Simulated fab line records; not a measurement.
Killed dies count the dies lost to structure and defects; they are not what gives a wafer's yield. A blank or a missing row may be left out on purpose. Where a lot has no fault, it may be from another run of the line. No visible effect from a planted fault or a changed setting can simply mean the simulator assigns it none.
The tool behind it: which one? | flow nand_harc | 69 wafers from 23 lots sampled at 4 of the route's 1159 steps

== WHAT EACH GAUGE READ, for each wafer ==
NHARC_P_M1_INSPECT_27. Usual: 306 for raw_defect_count, sd 110.
lot  | measured     | on                | raw_defect_count | flag
L074 | day 5 16:50  | defect_inspect-02 | 297 192 283      |
L075 | day 6 14:36  | defect_inspect-01 | 568 450 565      |
L076 | day 6 15:53  | defect_inspect-01 | 405 347 536      |
L077 | day 6 18:35  | defect_inspect-01 | 328 377 221      |
L079 | day 7 07:44  | defect_inspect-02 | 313 232 500      |
L080 | day 7 21:29  | defect_inspect-01 | 435 377 558      |
L081 | day 7 23:47  | defect_inspect-01 | 259 319 293      |
L082 | day 7 22:38  | defect_inspect-02 | 266 402 548      |
L083 | day 8 08:20  | defect_inspect-02 | 380 203 246      |
L084 | day 8 07:39  | defect_inspect-02 | 315 182 340      |
L085 | day 9 09:44  | defect_inspect-02 | 345 308 372      |
L086 | day 9 11:16  | defect_inspect-02 | 270 236 379      |
L087 | day 10 00:25 | defect_inspect-01 | 259 175 245      |
L088 | day 9 10:58  | defect_inspect-01 | 268 287 204      |
L089 | day 10 11:10 | defect_inspect-02 | 244 260 342      |
L090 | day 10 07:54 | defect_inspect-01 | 499 335 323      |
L091 | day 10 12:09 | defect_inspect-02 | 214 263 280      |
L092 | day 10 13:47 | defect_inspect-01 | 177 140 139      |
L093 | day 11 04:35 | defect_inspect-02 | 212 319 166      |
L094 | day 10 23:52 | defect_inspect-02 | 220 226 232      |
L095 | day 11 09:33 | defect_inspect-02 | 245 244 179      |
L096 | day 11 11:39 | defect_inspect-02 | 218 221 241      |
L097 | day 12 04:37 | defect_inspect-02 | 213 316 276      |

== TOOL THAT RAN EACH LOT (tool first, then ch and the chambers of the sampled wafers, then the start) ==
lot  | NHARC_P_ZERO_WELL_DESCUM_39       | NHARC_P_GATE_STRIP_112               | NHARC_P_M1_ETCH_35
L074 | rie_diel-01 ch 0,3, day 1 16:23   | plasma_asher-02 ch 0,1, day 4 20:44  | rie_diel-07 ch 1,2,3, day 5 14:22
L075 | rie_diel-01 ch 1,2,3, day 1 22:22 | plasma_asher-01 ch 0, day 5 16:00    | rie_diel-07 ch 0,1,3, day 6 12:05
L076 | rie_diel-02 ch 1,2,3, day 2 04:23 | plasma_asher-02 ch 0,1, day 5 16:07  | rie_diel-12 ch 1,2,3, day 6 13:20
L077 | rie_diel-01 ch 0,1,3, day 2 10:12 | plasma_asher-01 ch 0,1, day 6 00:29  | rie_diel-07 ch 0,1,2, day 6 16:05
L079 | rie_diel-02 ch 0,1,2, day 2 22:30 | plasma_asher-02 ch 0,1, day 6 14:50  | rie_diel-07 ch 0,3, day 7 05:14
L080 | rie_diel-02 ch 0,2,3, day 3 04:18 | plasma_asher-02 ch 0,1, day 7 00:20  | rie_diel-12 ch 1,2,3, day 7 18:58
L081 | rie_diel-01 ch 0,1,3, day 3 12:30 | plasma_asher-02 ch 0,1, day 7 02:53  | rie_diel-01 ch 0,1,3, day 7 21:16
L082 | rie_diel-02 ch 0,2, day 3 16:26   | plasma_asher-01 ch 1, day 7 01:50    | rie_diel-01 ch 0,1,3, day 7 20:06
L083 | rie_diel-02 ch 1,2, day 3 22:28   | plasma_asher-02 ch 0,1, day 7 14:49  | rie_diel-01 ch 0,1, day 8 05:50
L084 | rie_diel-10 ch 0,2,3, day 4 04:17 | plasma_asher-01 ch 0,1, day 7 14:04  | rie_diel-07 ch 1,3, day 8 05:06
L085 | rie_diel-01 ch 0,1,2, day 4 10:27 | plasma_asher-01 ch 0,1, day 8 15:33  | rie_diel-01 ch 0,2,3, day 9 07:01
L086 | rie_diel-01 ch 0,1,2, day 4 16:16 | plasma_asher-01 ch 0,1, day 8 17:03  | rie_diel-01 ch 0,1,3, day 9 08:31
L087 | rie_diel-02 ch 1,2, day 4 22:37   | plasma_asher-01 ch 0,1, day 8 23:50  | rie_diel-12 ch 2,3, day 9 21:56
L088 | rie_diel-01 ch 0,1,2, day 5 04:31 | plasma_asher-01 ch 0,1, day 8 16:26  | rie_diel-12 ch 0,2,3, day 9 07:47
L089 | rie_diel-02 ch 0,2,3, day 5 10:25 | plasma_asher-02 ch 0, day 9 05:44    | rie_diel-01 ch 0,1, day 10 08:35
L090 | rie_diel-01 ch 0,2, day 5 16:14   | plasma_asher-02 ch 0,1, day 9 04:44  | rie_diel-12 ch 0,1,3, day 10 05:13
L091 | rie_diel-02 ch 0,2,3, day 5 22:21 | plasma_asher-01 ch 0,1, day 9 14:30  | rie_diel-07 ch 0,1,3, day 10 09:23
L092 | rie_diel-01 ch 2,3, day 6 04:17   | plasma_asher-02 ch 0,1, day 9 20:56  | rie_diel-12 ch 0,3, day 10 11:19
L093 | rie_diel-10 ch 0,1, day 6 10:26   | plasma_asher-01 ch 0,1, day 10 08:37 | rie_diel-12 ch 1,2, day 11 02:04
L094 | rie_diel-02 ch 0,1, day 6 16:08   | plasma_asher-01 ch 0,1, day 10 06:58 | rie_diel-07 ch 2,3, day 10 21:23
L095 | rie_diel-10 ch 0,3, day 6 22:25   | plasma_asher-02 ch 0,1, day 10 16:01 | rie_diel-12 ch 0,2,3, day 11 07:03
L096 | rie_diel-02 ch 0,1,2, day 7 04:13 | plasma_asher-02 ch 0,1, day 10 18:36 | rie_diel-01 ch 0,1,2, day 11 09:10
L097 | rie_diel-10 ch 0,2,3, day 7 10:27 | plasma_asher-02 ch 0,1, day 11 11:06 | rie_diel-07 ch 0,1, day 12 01:48
- NHARC_P_ZERO_WELL_DESCUM_39: chemistry O2, time 3 s.
- NHARC_P_GATE_STRIP_112: strips in N2/H2, time 200 s.
- NHARC_P_M1_ETCH_35: etches the open film in N2/H2, target depth 40 nm, overetch 12 nm, time 43.94 s.

== AS READ BY THE TOOLS THEMSELVES (means over the sampled wafers that have a number; for cases with no such wafer, the mark the record gives instead) ==
NHARC_P_ZERO_WELL_DESCUM_39. Usual: drypump_motor_current_A 5.8 A, standard deviation 0.39; oes_product_au 1.002 a.u., standard deviation 0.008; rf_vpp_V 58.0 V, standard deviation 0.97; showerhead_plenum_p_Torr 1.94 Torr, standard deviation 0.086; throttle_valve_pct 11.311 %, standard deviation 0.0083.
lot  | tool        | drypump_motor_current_A (A) | oes_product_au (a.u.) | rf_vpp_V (V) | showerhead_plenum_p_Torr (Torr) | throttle_valve_pct (%) | flag
L074 | rie_diel-01 | 5.8                         | 0.990                 | 56.9         | 1.96                            | 11.319                 |
L075 | rie_diel-01 | 5.4                         | 1.009                 | 58.3         | 1.92                            | 11.308                 |
L076 | rie_diel-02 | 5.6                         | 0.996                 | 57.8         | 2.00                            | 11.311                 |
L077 | rie_diel-01 | 5.7                         | 1.003                 | 57.5         | 1.90                            | 11.314                 |
L079 | rie_diel-02 | 5.8                         | 1.002                 | 58.2         | 2.00                            | 11.311                 |
L080 | rie_diel-02 | 5.8                         | 0.995                 | 59.4         | 1.94                            | 11.304                 |
L081 | rie_diel-01 | 5.7                         | 1.012                 | 58.7         | 1.90                            | 11.313                 |
L082 | rie_diel-02 | 5.9                         | 0.997                 | 58.4         | 2.00                            | 11.312                 |
L083 | rie_diel-02 | 5.7                         | 1.004                 | 60.0         | 2.06                            | 11.306                 |
L084 | rie_diel-10 | 6.4                         | 1.003                 | 57.1         | 1.91                            | 11.306                 |
L085 | rie_diel-01 | 5.7                         | 1.000                 | 57.8         | 1.90                            | 11.306                 |
L086 | rie_diel-01 | 5.7                         | 1.014                 | 57.5         | 1.90                            | 11.305                 |
L087 | rie_diel-02 | 5.6                         | 1.006                 | 58.8         | 2.05                            | 11.315                 |
L088 | rie_diel-01 | 5.7                         | 1.010                 | 57.7         | 1.90                            | 11.307                 |
L089 | rie_diel-02 | 5.8                         | 1.001                 | 57.6         | 1.94                            | 11.316                 |
L090 | rie_diel-01 | 5.9                         | 1.012                 | 58.6         | 1.95                            | 11.304                 |
L091 | rie_diel-02 | 5.8                         | 1.001                 | 57.9         | 1.94                            | 11.305                 |
L092 | rie_diel-01 | 5.7                         | 1.005                 | 57.8         | 1.97                            | 11.313                 |
L093 | rie_diel-10 | 5.6                         | 1.008                 | 58.0         | 1.95                            | 11.302                 |
L094 | rie_diel-02 | 5.7                         | 1.010                 | 58.4         | 1.99                            | 11.315                 |
L095 | rie_diel-10 | 6.2                         | 0.997                 | 57.4         | 1.95                            | 11.307                 |
L096 | rie_diel-02 | 5.8                         | 0.999                 | 58.4         | 2.00                            | 11.316                 |
L097 | rie_diel-10 | 6.3                         | 1.002                 | 56.7         | 1.90                            | 11.311                 |

NHARC_P_GATE_STRIP_112. Usual: drypump_motor_current_A 5.8 A, standard deviation 0.47; heater_power_w 93 W, standard deviation 7.1.
lot  | tool            | drypump_motor_current_A (A) | heater_power_w (W) | flag
L074 | plasma_asher-02 | 5.6                         | 101                |
L075 | plasma_asher-01 | 5.7                         | 86                 |
L076 | plasma_asher-02 | 6.1                         | 99                 |
L077 | plasma_asher-01 | 5.7                         | 86                 |
L079 | plasma_asher-02 | 6.1                         | 98                 |
L080 | plasma_asher-02 | 5.6                         | 99                 |
L081 | plasma_asher-02 | 5.6                         | 99                 |
L082 | plasma_asher-01 | 5.6                         | 85                 |
L083 | plasma_asher-02 | 6.1                         | 99                 |
L084 | plasma_asher-01 | 5.6                         | 87                 |
L085 | plasma_asher-01 | 5.6                         | 85                 |
L086 | plasma_asher-01 | 5.6                         | 85                 |
L087 | plasma_asher-01 | 5.7                         | 86                 |
L088 | plasma_asher-01 | 5.7                         | 87                 |
L089 | plasma_asher-02 | 5.2                         | 102                |
L090 | plasma_asher-02 | 6.1                         | 98                 |
L091 | plasma_asher-01 | 5.7                         | 86                 |
L092 | plasma_asher-02 | 6.1                         | 99                 |
L093 | plasma_asher-01 | 5.7                         | 87                 |
L094 | plasma_asher-01 | 5.6                         | 86                 |
L095 | plasma_asher-02 | 5.6                         | 101                |
L096 | plasma_asher-02 | 5.6                         | 100                |
L097 | plasma_asher-02 | 5.6                         | 101                |

NHARC_P_M1_ETCH_35. Usual: bias_w 149.9 W, standard deviation 0.39; drypump_motor_current_A 5.5 A, standard deviation 0.36; oes_product_au 1.001 a.u., standard deviation 0.0077; rf_vpp_V 431.7 V, standard deviation 2.7; showerhead_plenum_p_Torr 2.08 Torr, standard deviation 0.094; throttle_valve_pct 14.173 %, standard deviation 0.0087.
lot  | tool        | bias_w (W) | drypump_motor_current_A (A) | oes_product_au (a.u.) | rf_vpp_V (V) | showerhead_plenum_p_Torr (Torr) | throttle_valve_pct (%) | flag
L074 | rie_diel-07 | 149.7      | 5.7                         | 1.002                 | 434.1        | 2.16                            | 14.178                 |
L075 | rie_diel-07 | 149.9      | 5.5                         | 1.001                 | 434.2        | 2.18                            | 14.172                 |
L076 | rie_diel-12 | 150.0      | 5.4                         | 0.989                 | 429.6        | 2.03                            | 14.182                 |
L077 | rie_diel-07 | 149.7      | 5.6                         | 0.993                 | 433.4        | 2.15                            | 14.174                 |
L079 | rie_diel-07 | 150.0      | 5.3                         | 1.004                 | 435.2        | 2.19                            | 14.174                 |
L080 | rie_diel-12 | 150.0      | 5.4                         | 1.001                 | 430.5        | 2.03                            | 14.170                 |
L081 | rie_diel-01 | 149.6      | 5.7                         | 0.997                 | 429.8        | 2.02                            | 14.178                 |
L082 | rie_diel-01 | 150.2      | 5.7                         | 1.004                 | 430.5        | 2.02                            | 14.176                 |
L083 | rie_diel-01 | 149.7      | 5.6                         | 0.991                 | 428.4        | 1.95                            | 14.174                 |
L084 | rie_diel-07 | 149.8      | 5.6                         | 1.000                 | 434.6        | 2.19                            | 14.174                 |
L085 | rie_diel-01 | 149.7      | 5.8                         | 1.000                 | 431.4        | 2.08                            | 14.174                 |
L086 | rie_diel-01 | 149.7      | 5.7                         | 1.010                 | 429.1        | 2.02                            | 14.182                 |
L087 | rie_diel-12 | 150.5      | 5.2                         | 1.012                 | 430.9        | 2.05                            | 14.173                 |
L088 | rie_diel-12 | 149.9      | 5.3                         | 0.997                 | 432.3        | 2.08                            | 14.178                 |
L089 | rie_diel-01 | 149.8      | 5.9                         | 1.001                 | 429.6        | 2.00                            | 14.176                 |
L090 | rie_diel-12 | 150.0      | 5.4                         | 1.006                 | 430.4        | 2.00                            | 14.175                 |
L091 | rie_diel-07 | 149.9      | 5.5                         | 1.001                 | 433.9        | 2.18                            | 14.173                 |
L092 | rie_diel-12 | 150.2      | 5.2                         | 1.003                 | 430.0        | 2.05                            | 14.167                 |
L093 | rie_diel-12 | 150.0      | 5.5                         | 1.001                 | 432.4        | 2.08                            | 14.166                 |
L094 | rie_diel-07 | 149.8      | 5.5                         | 0.996                 | 433.7        | 2.15                            | 14.168                 |
L095 | rie_diel-12 | 150.2      | 5.3                         | 0.997                 | 432.2        | 2.08                            | 14.169                 |
L096 | rie_diel-01 | 150.3      | 5.7                         | 1.004                 | 429.5        | 2.02                            | 14.168                 |
L097 | rie_diel-07 | 149.9      | 5.5                         | 0.995                 | 433.7        | 2.17                            | 14.165                 |

== THE ANSWER, worked out from the rows above alone ==
Rule: lot off if the mean of its wafers having a number is beyond 3 standard deviations from the usual mean. Also off: a lot with no number at a reading for which 4 or more lots have one. The other lots that the step has rows for count as sound. The gauges are gone through in route order, then the tools' own readings, and for those a lot's mean is taken as printed above. The first step at which some lot is off is used, and at that step the reading that is off furthest; a lot without a number counts as furthest.
No lot is off at any reading shown: from this, nothing can be told.

== WHAT THE SIMULATOR HAD PUT IN ==
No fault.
